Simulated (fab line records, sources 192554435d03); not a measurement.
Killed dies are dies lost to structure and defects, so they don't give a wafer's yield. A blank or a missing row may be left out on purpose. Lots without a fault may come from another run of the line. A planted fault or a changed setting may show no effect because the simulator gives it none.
One fault seen from 3 desks | flow n5_finfet | each desk has only its own numbers; what lay behind them comes last

THE DEFECT DESK
What the inspections along the route counted, lot by lot: means of the sampled wafers that have a number. A lot is out of limits, marked OUT, if its mean lies more than 4 standard deviations from the usual mean; the brackets give that distance.
Columns: A = raw_defect_count at N5_HKMG_FIN_INSPECT_28, usual 40
lot  | first seen here | A
L103 | day 4 20:12     | 54
L106 | day 5 13:36     | 46
L107 | day 6 01:17     | 35
L109 | day 6 10:04     | 49
L111 | day 6 17:25     | 21
L112 | day 7 01:07     | 59
L116 | day 8 01:22     | 29
L122 | day 9 12:49     | 33
L124 | day 10 02:15    | 28
This desk's finding: nothing out of limits on any of the 9 lots.

THE METROLOGY DESK
What the gauges read, lot by lot, whatever tool the lot ran on: means of the sampled wafers that have a number. A lot is out of limits, marked OUT, if its mean lies more than 4 standard deviations from the usual mean; the brackets give that distance. Of its 10 readings 7 are shown: those that lie furthest out on some lot.
Columns: A = DIBL_N at N5_BEOL_M4_RC_MEAS_101, usual 36.7 mV/V; B = DIBL_P at N5_BEOL_M4_RC_MEAS_101, usual 37.0 mV/V; C = IOFF_P at N5_BEOL_M4_RC_MEAS_101, usual 0.22 nA/um; D = ION_N at N5_BEOL_M4_RC_MEAS_101, usual 673 uA/um; E = ION_P at N5_BEOL_M4_RC_MEAS_101, usual 462 uA/um; F = VT_N at N5_BEOL_M4_RC_MEAS_101, usual 250 mV; G = VT_P at N5_BEOL_M4_RC_MEAS_101, usual -250 mV
lot  | first seen here | A    | B    | C    | D   | E   | F   | G
L103 | day 9 03:59     | 37.1 | 37.1 | 0.20 | 664 | 459 | 252 | -254
L106 | day 9 12:34     | 36.1 | 36.1 | 0.18 | 665 | 453 | 252 | -254
L107 | day 10 17:13    | 37.4 | 38.0 | 0.23 | 675 | 461 | 247 | -251
L109 | day 10 17:46    | 38.9 | 39.1 | 0.23 | 678 | 458 | 246 | -252
L112 | day 10 21:02    | 37.0 | 37.3 | 0.22 | 684 | 467 | 248 | -250
L111 | day 10 23:26    | 35.6 | 36.2 | 0.19 | 655 | 453 | 254 | -252
L116 | day 12 05:52    | 37.7 | 40.0 | 0.28 | 691 | 480 | 244 | -245
L122 | day 13 14:30    | 38.2 | 36.8 | 0.26 | 680 | 468 | 249 | -248
L124 | day 15 19:44    | 36.4 | 35.8 | 0.19 | 674 | 458 | 250 | -253
This desk's finding: nothing out of limits on any of the 9 lots.

THE TOOL OWNER'S DESK: rie_diel-06
The tool's own readings at N5_GATE_CUT_ETCH_58 (etches SiNx in CH3F/O2, target depth 17 nm, time 128.6 s): means of the sampled wafers that have a number, for each lot that ran on this tool. A lot is out of limits, marked OUT, if its mean lies more than 4 standard deviations from the usual mean; the brackets give that distance.
Columns: A = bias_w at N5_GATE_CUT_ETCH_58, usual 21.00 W; B = drypump_motor_current_A at N5_GATE_CUT_ETCH_58, usual 5.7 A; C = oes_product_au at N5_GATE_CUT_ETCH_58, usual 0.80 a.u.; D = rf_fwd_power_W at N5_GATE_CUT_ETCH_58, usual 413.3 W; E = rf_vpp_V at N5_GATE_CUT_ETCH_58, usual 99.1 V; F = showerhead_plenum_p_Torr at N5_GATE_CUT_ETCH_58, usual 2.01 Torr; G = throttle_valve_pct at N5_GATE_CUT_ETCH_58, usual 16.24 %
lot  | first seen here | A                | B   | C    | D     | E     | F    | G
L107 | day 6 01:37     | 21.07            | 5.7 | 0.78 | 414.1 | 99.6  | 2.01 | 16.22
L109 | day 6 10:23     | 21.01            | 6.0 | 0.77 | 413.8 | 99.3  | 2.05 | 16.43
L112 | day 7 01:26     | 20.98            | 5.9 | 0.77 | 413.7 | 99.5  | 2.06 | 16.22
L122 | day 9 13:08     | 21.43 (+6.9) OUT | 5.8 | 0.78 | 413.3 | 101.2 | 1.97 | 16.33
L124 | day 10 02:47    | 21.44 (+7.2) OUT | 5.7 | 0.76 | 411.5 | 100.5 | 2.00 | 16.28
This desk's finding: out of limits on L122, L124; first on L122, day 9 13:08 (bias_w at N5_GATE_CUT_ETCH_58). In limits: L107, L109, L112.

PUT TOGETHER
The tool owner's desk could have raised an alarm at day 9 13:08, on L122, L124.
The defect desk saw nothing out of limits.
The metrology desk saw nothing out of limits.
The defect desk has L122, L124 on record, within its limits.
The metrology desk has L122, L124 on record, within its limits.
Of the lots named, all ran N5_GATE_CUT_ETCH_58 on rie_diel-06.

WHAT THE SIMULATOR HAD PUT IN
Process parameter drift: rie_diel-06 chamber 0, from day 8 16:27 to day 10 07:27, at N5_GATE_CUT_ETCH_58. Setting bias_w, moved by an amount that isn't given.
Lots struck among those shown: L122, L124.
Hours from the fault's start to each desk's first reading out of limits: the tool owner's desk, 21.
